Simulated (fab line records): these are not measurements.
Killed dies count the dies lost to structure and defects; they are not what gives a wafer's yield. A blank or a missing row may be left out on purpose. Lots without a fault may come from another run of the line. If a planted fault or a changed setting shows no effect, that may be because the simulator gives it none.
fab line records	flow n5Finfet
[record] lots = 6	wafers = 16	lastDay = 18
route steps=1938 shown BEOL_M2@872 BEOL_M4@1111 PASSIVATION@1936
lots that met no fault: taken from a fault-free run of the same line
startH: hours from the record's opening day to when the first of the lot's shown wafers began	waitH: how many hours have passed since the lot's step before this one	" unchanged from the row above	L1.1+2: one row covering several wafers at once	- no value present, or no start provided	* or withheld: withheld	< > ~ a bound
route shown NAME@n: NAME is a module with steps in the file, n the number in the route of the first one	usual: the fault-free wafers' mean and standard deviation	same: alike in all rows	chamber/n: place in a boat	sites: readings site by site	_std_site: how widely they spread, as a standard deviation	_edge_site: the outer-site mean with the inner-site mean subtracted	radiusMm: how far each site lies from the wafer's centre	mask NAME#n: copy n	behind: the most recent tool/chamber to have shaped the wafer	hold: what put the lot on hold/how long, in hours/how the hold closed	device: whichever transistor did not switch (one of n, p or np)	end of line: tests of these same wafers at the route's end	a step without rows: its recipe alone	killed: at the first sort, the dies lost to defects and structure; wafer yield is something else	map: dies across one wafer; x = killed, . = not, _ = none there
set.NAME: the run value of the setting; set.NAME@STEP: its run value at that earlier step	model.NAME: the simulator's own value behind a step, which no gauge read
lots seen at some steps along the route; tables by step, rows by wafer
services: a tool's chamber out of use, with start hour (startH, from the record's first day; less than 0 if before it), hours out, and reason
[[steps]]
[step N5_BEOL_M2_SOFTBAKE_23]
[recipe] tempC = 110	timeS = 60	resist = CAR-EUV
[step N5_BEOL_M2_EXPOSE_25]
[recipe] maskId = V1	na = 0.33	sourceShape = quasar	sigmaInner = 0.2	sigmaOuter = 0.8	polarization = unpolarized	defocusNm = 5	doseMj = 63
[step N5_BEOL_M2_PEB_26]
[recipe] pebTempC = 100	pebTimeS = 60	resist = CAR-EUV
[step N5_BEOL_M2_DEVELOP_27]
[recipe] developTimeS = 30	developer = TMAH	resist = CAR-EUV	rinseLiquid = surfactantRinse	dry = airSpin	devTempC = 23
[step N5_BEOL_M2_CD_MEAS_28]
[recipe] targetCdNm = 26.2	landingEnergyEv = 500	detector = seInlens	targetCdYNm = 24.1	polarity = opening
[usual] cdNm = 26.17/0.26
lot.wafer	tool	chamber	startH	waitH	cdNm
L466.2	cdSem-02	0	170.79	-	26.34
L466.4	"	0	"	"	26.48
L466.6	"	0	"	"	26.49
L472.1	cdSem-03	0	201.65	-	25.88
L472.3	"	0	"	"	25.86
L472.4	"	0	"	"	25.78
L475.3	cdSem-02	0	218.76	-	26.26
L475.4	"	0	"	"	26.37
L480.1	cdSem-03	0	250.43	-	26.10
L480.5	"	0	"	"	25.77
L483.2	cdSem-03	0	268.63	-	26.23
L483.3	"	0	"	"	26.32
L483.6	"	0	"	"	25.76
L484.2	cdSem-01	0	277.60	-	25.97
L484.3	"	0	"	"	26.07
L484.5	"	0	"	"	26.14
[step N5_BEOL_M2_OVL_MEAS_29]
[recipe] pointsPerWafer = 522
[usual] V1_OVL = -0.1/0.69
lot.wafer	tool	chamber	startH	waitH	V1_OVL[nm]
L466.2	overlay-01	0	170.82	0.0	-0.5
L466.4	"	0	"	"	0.0
L466.6	"	0	"	"	0.0
L472.1	overlay-01	0	201.68	0.0	-0.1
L472.3	"	0	"	"	-0.6
L472.4	"	0	"	"	-1.2
L475.3	overlay-01	0	218.80	0.0	0.8
L475.4	"	0	"	"	1.3
L480.1	overlay-02	0	250.46	0.0	-0.4
L480.5	"	0	"	"	-0.5
L483.2	overlay-01	0	268.66	0.0	-0.2
L483.3	"	0	"	"	-0.1
L483.6	"	0	"	"	0.2
L484.2	overlay-02	0	277.64	0.0	-1.9
L484.3	"	0	"	"	-1.5
L484.5	"	0	"	"	-0.6
[step N5_BEOL_M2_INSPECT_30]
[recipe] mode = adi	inspectInstrument = brightfield
[usual] rawDefectCount = 373/110
lot.wafer	tool	chamber	startH	waitH	rawDefectCount
L466.2	defectInspect-02	-	170.88	0.0	504
L466.4	"	-	"	"	483
L466.6	"	-	"	"	494
L472.1	defectInspect-01	-	201.74	0.1	342
L472.3	"	-	"	"	305
L472.4	"	-	"	"	256
L475.3	defectInspect-01	-	218.85	0.0	276
L475.4	"	-	"	"	308
L480.1	defectInspect-02	-	250.52	0.1	269
L480.5	"	-	"	"	234
L483.2	defectInspect-01	-	268.72	0.0	312
L483.3	"	-	"	"	325
L483.6	"	-	"	"	308
L484.2	defectInspect-01	-	277.69	0.0	391
L484.3	"	-	"	"	377
L484.5	"	-	"	"	389
[step N5_BEOL_M2_DESCUM_33]
[recipe] chemistry = O2	timeS = 7	sourcePowerW = 50	biasPowerW = 20	pressureMtorr = 20	rfFrequencyHz = 2.712e+07	tempC = 40	resist = CAR-EUV	o2FlowSccm = 225
[usual] drypumpMotorCurrentA = 5.7/0.47	oesProductAu = 0.76/0.092	rfVppV = 243.2/1.7	showerheadPlenumPTorr = 2.09/0.098	throttleValvePct = 20.45/0.15
lot.wafer	tool	chamber	startH	waitH	drypumpMotorCurrentA	oesProductAu	rfHoursCounterH	rfVppV	showerheadPlenumPTorr	throttleValvePct
L466.2	rieDiel-05	0	170.91	0.0	5.3	0.75	153	240.4	1.90	20.56
L466.4	"	1	"	"	6.6	0.99	7	244.5	2.25	20.57
L466.6	"	1	"	"	6.6	1.00	-	244.9	2.25	20.56
L472.1	rieDiel-05	0	201.78	0.0	5.3	0.75	164	239.0	1.90	20.59
L472.3	"	2	"	"	5.5	0.67	249	242.9	1.97	20.48
L472.4	"	1	"	"	6.6	0.96	18	246.0	2.25	20.58
L475.3	rieDiel-01	2	218.88	0.0	6.3	0.67	244	245.2	2.13	20.38
L475.4	"	0	"	"	5.4	0.79	96	243.6	2.12	20.31
L480.1	rieDiel-05	3	250.56	0.0	5.1	0.70	233	242.6	2.06	20.45
L480.5	"	1	"	"	6.6	0.93	-	244.2	2.24	20.61
L483.2	rieDiel-06	2	268.75	0.0	5.5	0.68	243	241.1	1.98	20.61
L483.3	"	1	"	"	5.8	0.91	14	242.2	2.04	20.23
L483.6	"	0	"	"	6.0	0.75	-	244.3	2.19	20.67
L484.2	rieDiel-05	3	277.72	0.0	5.1	0.69	242	242.9	2.05	20.46
L484.3	"	2	"	"	5.4	0.92	18	246.2	2.23	20.07
L484.5	"	0	"	"	5.3	0.72	-	239.0	1.89	20.61
[step N5_BEOL_M2_ETCH_77]
[recipe] chemistry = N2/H2	target = underlayer	targetDepthA = 65	maskMaterial = CAR-EUV	timeS = 5.2	ionEnergyEv = 200	pressureMtorr = 30	sourceW = 840	biasW = 150	n2FlowSccm = 200	h2FlowSccm = 200	ends = cleared
[usual] drypumpMotorCurrentA = 5.7/0.46	etchRfOnTimeS = 5.22/0.12	oesProductAu = 0.65/0.076	rfVppV = 524/3.4	showerheadPlenumPTorr = 2.54/0.11	throttleValvePct = 17.90/0.21
lot.wafer	tool	chamber	startH	waitH	drypumpMotorCurrentA	etchRfOnTimeS	oesProductAu	rfHoursCounterH	rfVppV	showerheadPlenumPTorr	throttleValvePct
L466.2	rieDiel-05	0	170.94	0.0	5.3	5.24	0.64	153	519	2.35	18.20
L466.4	"	1	"	"	6.6	5.04	0.83	7	528	2.74	17.97
L466.6	"	1	"	"	6.6	5.10	0.84	-	528	2.74	17.98
L472.1	rieDiel-05	0	201.81	0.0	5.3	5.12	0.64	164	519	2.35	18.23
L472.3	"	2	"	"	5.4	5.25	0.58	249	520	2.40	17.94
L472.4	"	1	"	"	6.6	4.98	0.81	18	530	2.73	18.00
L475.3	rieDiel-01	2	218.91	0.0	6.4	5.06	0.59	244	526	2.60	17.79
L475.4	"	0	"	"	5.4	5.16	0.66	96	524	2.56	17.66
L480.1	rieDiel-05	3	250.60	0.0	5.1	5.22	0.60	233	524	2.49	17.84
L480.5	"	1	"	"	6.6	5.10	0.77	-	527	2.72	17.99
L483.2	rieDiel-06	2	268.78	0.0	5.6	5.10	0.59	243	520	2.40	17.97
L483.3	"	1	"	"	5.7	5.06	0.77	14	522	2.51	17.94
L483.6	"	0	"	"	6.0	5.35	0.63	-	526	2.64	17.93
L484.2	rieDiel-05	3	277.76	0.0	5.1	5.28	0.58	242	524	2.48	17.85
L484.3	"	2	"	"	5.4	5.17	0.77	18	528	2.71	17.48
L484.5	"	0	"	"	5.3	5.31	0.61	-	517	2.34	18.32
[step N5_BEOL_M2_ETCH_69]
[recipe] chemistry = CF4	target = SiARC	targetDepthA = 156	maskMaterial = CAR-EUV	timeS = 26	ionEnergyEv = 80	pressureMtorr = 40	sourceW = 545	biasW = 36	Ar_flow_sccm = 100	cf4FlowSccm = 100	ends = cleared
[usual] drypumpMotorCurrentA = 5.7/0.46	etchRfOnTimeS = 26.2/0.58	oesProductAu = 0.65/0.077	rfVppV = 184.0/1.3	showerheadPlenumPTorr = 2.14/0.089	throttleValvePct = 15.67/0.19
lot.wafer	tool	chamber	startH	waitH	drypumpMotorCurrentA	etchRfOnTimeS	oesProductAu	rfHoursCounterH	rfVppV	showerheadPlenumPTorr	throttleValvePct
L466.2	rieDiel-05	0	170.96	0.0	5.3	26.3	0.64	153	182.7	1.97	15.84
L466.4	"	1	"	"	6.6	25.4	0.85	7	183.9	2.29	15.63
L466.6	"	1	"	"	6.6	25.6	0.84	-	186.7	2.29	15.63
L472.1	rieDiel-05	0	201.83	0.0	5.3	26.2	0.64	164	183.2	1.97	15.84
L472.3	"	2	"	"	5.4	27.0	0.57	249	182.1	2.03	15.74
L472.4	"	1	"	"	6.6	25.4	0.82	18	186.9	2.29	15.66
L475.3	rieDiel-01	2	218.93	0.0	6.4	25.7	0.58	244	185.0	2.19	15.68
L475.4	"	0	"	"	5.5	26.4	0.66	96	184.0	2.15	15.41
L480.1	rieDiel-05	3	250.61	0.0	5.1	26.8	0.60	233	183.7	2.12	15.76
L480.5	"	1	"	"	6.6	25.8	0.78	-	185.2	2.28	15.65
L483.2	rieDiel-06	2	268.80	0.0	5.6	25.1	0.59	243	181.5	2.03	15.76
L483.3	"	1	"	"	5.8	24.6	0.79	14	183.2	2.12	15.55
L483.6	"	0	"	"	6.0	26.5	0.63	-	184.4	2.21	15.63
L484.2	rieDiel-05	3	277.77	0.0	5.1	26.3	0.59	242	184.2	2.12	15.78
L484.3	"	2	"	"	5.4	25.8	0.79	18	184.6	2.28	15.25
L484.5	"	0	"	"	5.3	26.4	0.61	-	181.8	1.96	15.92
[step N5_BEOL_M2_ALD_98]
[recipe] material = SiO2	targetThkA = 25	tempC = 100	aldPrecursorFamily = BDEAS	aldCoReactant = O2-plasma	pulseTimeS = 1	coReactantPulseTimeS = 1	purgeTimeS = 2	coReactantPurgeTimeS = 2	aldCycles = 17	pressureTorr = 2
[usual] heaterPowerW = 79/8.4	precursorPulseHeightRel = 1.001/0.022
lot.wafer	tool	chamber	startH	waitH	heaterPowerW	precursorPulseHeightRel
L466.2	aldSin-03	2	171.04	0.1	71	1.001
L466.4	"	0	"	"	86	0.975
L466.6	"	0	"	"	86	1.010
L472.1	aldSin-04	2	201.91	0.1	88	0.997
L472.3	"	0	"	"	85	1.008
L472.4	"	3	"	"	89	0.981
L475.3	aldSin-01	1	219.01	0.1	66	0.977
L475.4	"	0	"	"	79	1.027
L480.1	aldSin-03	3	250.69	0.1	78	0.997
L480.5	"	1	"	"	70	0.992
L483.2	aldSin-03	1	269.46	0.6	70	1.018
L483.3	"	3	"	"	77	0.970
L483.6	"	2	"	"	71	0.966
L484.2	aldSin-04	2	278.11	0.3	90	1.021
L484.3	"	0	"	"	83	0.983
L484.5	"	0	"	"	85	0.999
[step N5_BEOL_M2_ETCHBACK_99]
[recipe] chemistry = CHF3	target = SiO2	targetDepthA = 50	timeS = 10.4	sourceW = 215	biasW = 47	Ar_flow_sccm = 200	CHF3_flow_sccm = 12	ionEnergyEv = 100	pressureMtorr = 30
[usual] drypumpMotorCurrentA = 5.7/0.4	oes_ar_750_au = 0.76/0.074	oesProductAu = 0.75/0.078	rfVppV = 240/3.7	showerheadPlenumPTorr = 2.15/0.086	throttleValvePct = 17.14/0.16
lot.wafer	tool	chamber	startH	waitH	drypumpMotorCurrentA	oes_ar_750_au	oesProductAu	rfHoursCounterH	rfVppV	showerheadPlenumPTorr	throttleValvePct
L466.2	rieDiel-06	1	174.81	3.7	5.8	0.73	0.71	237	242	2.14	17.45
L466.4	"	0	"	"	6.0	0.76	0.75	142	237	2.24	17.05
L466.6	"	2	"	"	5.6	0.72	0.70	-	242	2.03	17.06
L472.1	rieDiel-01	2	207.55	5.6	6.4	0.68	0.68	241	241	2.20	17.10
L472.3	"	3	"	"	5.3	0.72	0.71	228	242	2.13	17.16
L472.4	"	1	"	"	6.1	0.71	0.69	206	234	2.13	17.33
L475.3	rieDiel-01	3	224.70	5.6	5.3	0.71	0.70	235	242	2.13	17.15
L475.4	"	1	"	"	6.1	0.71	0.69	212	233	2.12	17.31
L480.1	rieDiel-01	0	253.35	2.6	5.5	0.76	0.77	109	240	2.16	16.91
L480.5	"	1	"	"	6.1	0.70	0.69	-	233	2.12	17.31
L483.2	rieDiel-06	1	275.23	5.7	5.8	0.90	0.91	17	242	2.13	17.04
L483.3	"	2	"	"	5.5	0.69	0.68	245	242	2.02	17.12
L483.6	"	2	"	"	5.6	0.69	0.69	-	241	2.02	17.13
L484.2	rieDiel-05	2	279.35	1.2	5.5	0.91	0.91	18	250	2.30	16.79
L484.3	"	0	"	"	5.3	0.73	0.71	194	238	1.97	17.38
L484.5	"	1	"	"	6.6	0.90	0.90	-	239	2.30	17.21
[step N5_BEOL_M2_ETCH_70]
[recipe] chemistry = N2/H2	target = SOC	targetDepthA = 800	overetchA = 240	maskMaterial = SiARC	tempC = 40	timeS = 130	ionEnergyEv = 200	pressureMtorr = 30	sourceW = 840	biasW = 150	n2FlowSccm = 200	h2FlowSccm = 200
[usual] drypumpMotorCurrentA = 5.7/0.4	oesProductAu = 0.56/0.053	rfVppV = 523.7/2.9	showerheadPlenumPTorr = 2.54/0.099	throttleValvePct = 17.87/0.22
lot.wafer	tool	chamber	startH	waitH	drypumpMotorCurrentA	oesProductAu	rfHoursCounterH	rfVppV	showerheadPlenumPTorr	throttleValvePct	model.SiARC_of_BEOL_M2_COAT_68.thkNm
L466.2	rieDiel-06	1	174.84	0.0	5.7	0.52	237	522.4	2.52	18.30	5.6
L466.4	"	0	"	"	6.0	0.56	142	527.0	2.65	17.87	6.4
L466.6	"	2	"	"	5.6	0.52	-	519.5	2.41	17.90	5.6
L472.1	rieDiel-01	2	207.58	0.0	6.4	0.50	241	525.2	2.61	17.72	5.8
L472.3	"	3	"	"	5.3	0.52	228	522.4	2.53	17.87	6
L472.4	"	1	"	"	6.1	0.52	206	523.2	2.53	18.16	6.4
L475.3	rieDiel-01	3	224.74	0.0	5.3	0.52	235	522.6	2.52	17.87	5.8
L475.4	"	1	"	"	6.1	0.52	212	523.2	2.53	18.17	3.8
L480.1	rieDiel-01	0	253.39	0.0	5.5	0.56	110	523.6	2.56	17.65	6.2
L480.5	"	1	"	"	6.1	0.52	-	522.0	2.52	18.19	3.8
L483.2	rieDiel-06	1	275.27	0.0	5.7	0.65	17	520.5	2.51	17.87	5.4
L483.3	"	2	"	"	5.6	0.50	246	520.8	2.40	17.96	5.6
L483.6	"	2	"	"	5.6	0.50	-	521.1	2.40	17.95	5.6
L484.2	rieDiel-05	2	279.38	0.0	5.4	0.66	18	529.1	2.71	17.44	5.6
L484.3	"	0	"	"	5.3	0.53	194	517.2	2.34	18.25	6
L484.5	"	1	"	"	6.6	0.65	-	528.9	2.72	17.99	5.8
[step N5_BEOL_M2_STRIP_71]
[recipe] chemistry = N2/H2	tempC = 40	n2FlowSccm = 200	h2FlowSccm = 200	rfFrequencyHz = 6e+07
[step N5_BEOL_M4_RC_MEAS_101]
[usual] DIBL_N = 35.9/1.4	DIBL_P = 35.9/1.7	IOFF_N = 0.160/0.026	IOFF_P = 0.21/0.036	ION_N = 672/11	ION_P = 461/8.1	SS_N = 71.4/0.54	SS_P = 73.2/0.67	VT_N = 249.3/2.7	VT_P = -250/3.9
lot.wafer	tool	chamber	startH	waitH	DIBL_N[mV/V]	DIBL_P[mV/V]	IOFF_N[nA/um]	IOFF_P[nA/um]	ION_N[uA/um]	ION_P[uA/um]	SS_N[mV/dec]	SS_P[mV/dec]	VT_N[mV]	VT_P[mV]
L466.2	prober-01	0	206.68	0.2	37.3	36.4	0.173	0.21	675	459	72.2	73.3	249.2	-253
L466.4	"	0	"	"	37.3	36.9	0.181	0.22	679	463	72.2	73.5	247.8	-251
L466.6	"	0	"	"	35.6	33.8	0.142	0.17	659	450	71.8	73.5	253.4	-256
L472.1	prober-01	0	232.06	0.0	35.1	35.2	0.136	0.16	659	451	71.1	73.5	253.4	-254
L472.3	"	0	"	"	34.4	34.3	0.121	0.16	644	442	71.2	72.7	253.6	-257
L472.4	"	0	"	"	35.5	35.0	0.142	0.17	665	451	70.7	73.6	251.3	-255
L475.3	prober-01	0	254.73	0.3	35.7	34.8	0.174	0.23	687	466	72.4	73.2	246.4	-248
L475.4	"	0	"	"	36.8	36.1	0.193	0.24	682	464	71.8	74.2	244.8	-246
L480.1	prober-01	0	288.39	0.0	35.5	35.9	0.162	0.25	663	465	72.1	72.7	249.5	-243
L480.5	"	0	"	"	35.1	35.9	0.154	0.23	675	472	71.9	73.7	248.9	-247
L483.2	prober-01	0	309.85	0.2	34.5	35.1	0.159	0.19	681	463	71.0	73.0	249.1	-252
L483.3	"	0	"	"	35.1	37.1	0.174	0.22	690	470	71.7	73.1	246.4	-252
L483.6	"	0	"	"	34.4	35.6	0.158	0.20	682	466	71.4	72.7	248.8	-251
L484.2	prober-02	0	316.42	0.2	39.0	40.0	0.214	0.25	680	464	72.3	74.7	247.5	-248
L484.3	"	0	"	"	38.4	39.7	0.194	0.24	668	459	71.7	74.4	249.7	-250
L484.5	"	0	"	"	35.8	36.9	0.151	0.19	663	456	71.6	73.2	252.8	-254
[step N5_PASSIVATION_PROBE_49]
[usual] defectLimitedYield = 90.9/1.5	killed_at_M0_to_M3 = 35/10	killed_at_M4_up = 14/5.2	killedAtContacts = 13/7.3	killedAtFrontEnd = 42/12	killedAtOther = 3.4/2.5	killedDies = 108/18	killedOpen = 70/13	killedShort = 35/8	sort_bin_5_function = 5.4/1	sort_bin_6_memory = 3.4/0.71	sortNPass = 1072/18	sortYieldPct = 90.9/1.5
[same] grossDies = 1180	killedAtBackSide = 0	sort_bin_4_leakage[%] = 0	sort_bin_8_speed[%] = 0
lot.wafer	tool	chamber	startH	waitH	defectLimitedYield[%]	killed_at_M0_to_M3	killed_at_M4_up	killedAtContacts	killedAtFrontEnd	killedAtOther	killedDies	killedOpen	killedShort	sort_bin_5_function[%]	sort_bin_6_memory[%]	sortNPass	sortYieldPct[%]
L480.1	prober-01	-	405.70	0.0	92.4	19	7	10	47	7	90	59	26	4.6	2.9	1090	92.4
// killed by level:class
L480.1 DUMMY_GATE:geometricParticle:open=10 STI_FIN_REVEAL:geometricParticle:open=8 BEOL_M3:geometricParticle:open=7 FIN_SAQP:geometricParticle:open=6 MOL_CONTACT_COAG:geometricParticle:open=6 GATE_CUT:geometricParticle:short=5 MOL_CONTACT_COAG:geometricParticle:short=4 STARTING-WAFER:geometricParticle:short=4
[[services]]
tool	chamber	startH	hours	kind
rieDiel-06	3	159.99	6.8	repair
aldSin-04	-	176.75	14.0	pm
rieDiel-05	2	204.27	-	clean
rieDiel-05	2	204.27	-	consumableReplace:focusRing
rieDiel-05	2	204.27	-	consumableReplace:showerhead
rieDiel-05	2	204.27	26.8	scheduledDown
rieDiel-05	2	204.27	26.8	ventCycle
aldSin-01	1	204.48	3.9	repair
rieDiel-06	1	211.69	-	clean
rieDiel-06	1	211.69	-	consumableReplace:focusRing
rieDiel-06	1	211.69	15.6	scheduledDown
rieDiel-06	1	211.69	15.6	ventCycle
aldSin-04	3	217.49	9.3	repair
rieDiel-05	1	221.26	6.6	repair
rieDiel-01	2	235.67	-	clean
rieDiel-01	2	235.67	-	consumableReplace:focusRing
rieDiel-01	2	235.67	13.8	scheduledDown
rieDiel-01	2	235.67	13.8	ventCycle
rieDiel-01	2	252.91	7.8	repair
rieDiel-01	3	260.69	-	clean
rieDiel-01	3	260.69	-	consumableReplace:focusRing
rieDiel-01	3	260.69	22.1	scheduledDown
rieDiel-01	3	260.69	22.1	ventCycle
aldSin-01	-	269.50	14.0	pm
[[key]]
firstSign none at tools or gauges
[modelEffect] step = N5_BEOL_M2_ETCH_70	value = SiARC_of_BEOL_M2_COAT_68.thkNm	without = 6.2	struck = 3.8
metAt N5_BEOL_M2_ETCH_70
struckWafers L475.4,L480.5
onsetBetween 207.58 224.74
[fault] kind = processParameterDrift	tool = rieDiel-01	chamber = -	onsetH = 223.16	steps = N5_BEOL_M2_ETCH_70	channel = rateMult	offset = 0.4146	shape = step	endH = 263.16	scope = struckWafersOnly
